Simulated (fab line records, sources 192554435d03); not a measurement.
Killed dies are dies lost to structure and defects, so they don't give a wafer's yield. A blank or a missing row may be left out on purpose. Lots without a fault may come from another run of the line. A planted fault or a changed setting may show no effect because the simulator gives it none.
Which tool did it? | flow n5_finfet | 11 lots, 33 wafers sampled, at 5 steps of a route of 1938

WHAT THE GAUGES READ, wafer by wafer
N5_BEOL_M13_CD_MEAS_17: target cd 190 nm.
lot  | measured     | on        | cd_nm (nm)
L252 | day 11 21:52 | cd_sem-02 | 192.2 191.4 190.0
L253 | day 12 00:30 | cd_sem-01 | 193.4 193.0 189.4
L256 | day 14 01:06 | cd_sem-01 | 189.5 194.9 194.3
L258 | day 15 00:36 | cd_sem-03 | 192.0 189.7 190.1
L257 | day 15 01:39 | cd_sem-01 | 191.3 192.1 192.7
L260 | day 15 20:44 | cd_sem-01 | 192.9 191.6 190.8
L267 | day 16 23:23 | cd_sem-02 | 190.0 189.5 188.6
L254 | day 17 00:39 | cd_sem-01 | 188.5 191.4 191.0
L266 | day 18 05:22 | cd_sem-02 | 190.9 192.6 193.0
L271 | day 18 13:04 | cd_sem-03 | 189.9 191.5 191.7
L275 | day 18 19:13 | cd_sem-03 | 191.7 191.8 194.1

N5_BEOL_M13_OVL_MEAS_29.
lot  | measured     | on         | M13_OVL (nm)
L252 | day 11 22:13 | overlay-02 | -2 -4 1
L253 | day 12 00:52 | overlay-01 | 0 -5 -6
L256 | day 14 01:35 | overlay-01 | 1 5 2
L258 | day 15 01:05 | overlay-01 | 10 11 13
L257 | day 15 02:01 | overlay-02 | 26 28 29
L260 | day 15 21:13 | overlay-02 | 27 27 23
L267 | day 16 23:52 | overlay-02 | 7 -7 -5
L254 | day 17 01:08 | overlay-01 | 27 26 28
L266 | day 18 05:51 | overlay-01 | 1 -4 -1
L271 | day 18 13:25 | overlay-01 | 0 0 -2
L275 | day 18 19:34 | overlay-01 | 3 -6 -7

WHICH TOOL RAN EACH LOT (tool, then ch and the chambers of the sampled wafers, then the start)
lot  | N5_BEOL_M12_ETCH_68                | N5_BEOL_M12_ANNEAL_48            | N5_BEOL_M13_EXPOSE_25
L252 | rie_diel-01 ch 0,3, day 11 18:35   | rtp_anneal-02 ch 0, day 11 19:57 | krf_scanner-01 ch 0, day 11 22:01
L253 | rie_diel-03 ch 2,3, day 11 19:08   | rtp_anneal-01 ch 0, day 11 22:39 | krf_scanner-01 ch 0, day 12 00:40
L256 | rie_diel-03 ch 0,3, day 13 19:17   | rtp_anneal-01 ch 0, day 13 23:04 | krf_scanner-02 ch 0, day 14 01:23
L258 | rie_diel-01 ch 0,1,3, day 14 19:07 | rtp_anneal-02 ch 0, day 14 21:48 | krf_scanner-02 ch 0, day 15 00:53
L257 | rie_diel-01 ch 0,1,3, day 14 20:08 | rtp_anneal-02 ch 0, day 14 22:34 | krf_scanner-02 ch 0, day 15 01:48
L260 | rie_diel-05 ch 0,1,3, day 15 12:53 | rtp_anneal-02 ch 0, day 15 18:53 | krf_scanner-02 ch 0, day 15 21:01
L267 | rie_diel-01 ch 1,2, day 16 19:21   | rtp_anneal-02 ch 0, day 16 21:33 | krf_scanner-01 ch 0, day 16 23:40
L254 | rie_diel-01 ch 0,1, day 16 19:53   | rtp_anneal-01 ch 0, day 16 22:37 | krf_scanner-02 ch 0, day 17 00:56
L266 | rie_diel-03 ch 0,2,3, day 17 23:55 | rtp_anneal-02 ch 0, day 18 03:33 | krf_scanner-01 ch 0, day 18 05:39
L271 | rie_diel-03 ch 0,2,3, day 18 07:00 | rtp_anneal-01 ch 0, day 18 11:16 | krf_scanner-01 ch 0, day 18 13:14
L275 | rie_diel-03 ch 2,3, day 18 12:47   | rtp_anneal-02 ch 0, day 18 17:11 | krf_scanner-01 ch 0, day 18 19:22
- N5_BEOL_M12_ETCH_68: etches SOC in N2/H2, time 285 s.
- N5_BEOL_M12_ANNEAL_48: time 90 s.
- N5_BEOL_M13_EXPOSE_25: exposes mask M13, target cd 210 nm.

WHAT THE TOOLS THEMSELVES READ (means of the sampled wafers that have a number; where no wafer has one, the mark that the record gives instead)
N5_BEOL_M12_ETCH_68.
lot  | tool        | drypump_motor_current_A (A) | oes_product_au (a.u.) | rf_vpp_V (V) | showerhead_plenum_p_Torr (Torr) | throttle_valve_pct (%)
L252 | rie_diel-01 | 5.5                         | 0.74                  | 518.5        | 2.35                            | 17.59
L253 | rie_diel-03 | 6.3                         | 0.86                  | 524.9        | 2.58                            | 17.86
L256 | rie_diel-03 | 5.9                         | 0.83                  | 522.6        | 2.51                            | 17.97
L258 | rie_diel-01 | 5.9                         | 0.75                  | 520.2        | 2.40                            | 17.66
L257 | rie_diel-01 | 5.9                         | 0.74                  | 520.4        | 2.40                            | 17.66
L260 | rie_diel-05 | 5.7                         | 0.83                  | 522.9        | 2.49                            | 17.53
L267 | rie_diel-01 | 5.7                         | 0.89                  | 523.9        | 2.56                            | 17.62
L254 | rie_diel-01 | 6.4                         | 0.76                  | 520.5        | 2.45                            | 17.71
L266 | rie_diel-03 | 6.1                         | 0.80                  | 523.7        | 2.53                            | 17.97
L271 | rie_diel-03 | 6.1                         | 0.80                  | 523.5        | 2.53                            | 17.98
L275 | rie_diel-03 | 6.3                         | 0.79                  | 524.5        | 2.56                            | 17.94

N5_BEOL_M12_ANNEAL_48.
lot  | tool          | wafer_temp_C_max
L252 | rtp_anneal-02 | 225.76
L253 | rtp_anneal-01 | 226.09
L256 | rtp_anneal-01 | 226.04
L258 | rtp_anneal-02 | 225.69
L257 | rtp_anneal-02 | 225.76
L260 | rtp_anneal-02 | 225.75
L267 | rtp_anneal-02 | 225.88
L254 | rtp_anneal-01 | 226.10
L266 | rtp_anneal-02 | 226.14
L271 | rtp_anneal-01 | 226.24
L275 | rtp_anneal-02 | 225.97

N5_BEOL_M13_EXPOSE_25.
lot  | tool           | stage_vel_mm_s (mm/s)
L252 | krf_scanner-01 | 499.84
L253 | krf_scanner-01 | 500.18
L256 | krf_scanner-02 | 499.78
L258 | krf_scanner-02 | 499.76
L257 | krf_scanner-02 | 499.97
L260 | krf_scanner-02 | 500.23
L267 | krf_scanner-01 | 500.09
L254 | krf_scanner-02 | 500.16
L266 | krf_scanner-01 | 500.08
L271 | krf_scanner-01 | 499.91
L275 | krf_scanner-01 | 499.96

THE ANSWER, worked out from the rows above alone
Rule: what is usual is taken from the lots themselves. Put in order of their means at a reading, lots are off if they are a third of the lots or fewer, leave a main group of 4 or more, and stand apart from it by a gap of 3 or more times the standard deviation of the main group's means; of several such gaps the widest counts. A main group whose means are all the same, to the digits that the tables above print for the reading, isn't used. A lot without any number at a reading at which 4 lots or more have one is off too. The other lots that the step has rows for count as sound. The gauges are gone through in route order, then the tools' own readings, and for those a lot's mean is taken as printed above. The first step at which some lot is off is used, and at that step the reading that is off furthest; a lot without a number counts as furthest.
Off: L257, L260, L254, at N5_BEOL_M13_OVL_MEAS_29 (M13_OVL). The main group: mean 0 nm, standard deviation 4.6.
A tool fits if, at a process step before that reading, it ran every lot that is off, and no sound lot after the first of them. The gauges at N5_BEOL_M13_OVL_MEAS_29 are tried like those tools. One fits: krf_scanner-02 at N5_BEOL_M13_EXPOSE_25. Its last sound lot is L258 (day 15 00:53), its first lot that is off L257 (day 15 01:48): a fault that began between those two fits.

WHAT THE SIMULATOR HAD PUT IN
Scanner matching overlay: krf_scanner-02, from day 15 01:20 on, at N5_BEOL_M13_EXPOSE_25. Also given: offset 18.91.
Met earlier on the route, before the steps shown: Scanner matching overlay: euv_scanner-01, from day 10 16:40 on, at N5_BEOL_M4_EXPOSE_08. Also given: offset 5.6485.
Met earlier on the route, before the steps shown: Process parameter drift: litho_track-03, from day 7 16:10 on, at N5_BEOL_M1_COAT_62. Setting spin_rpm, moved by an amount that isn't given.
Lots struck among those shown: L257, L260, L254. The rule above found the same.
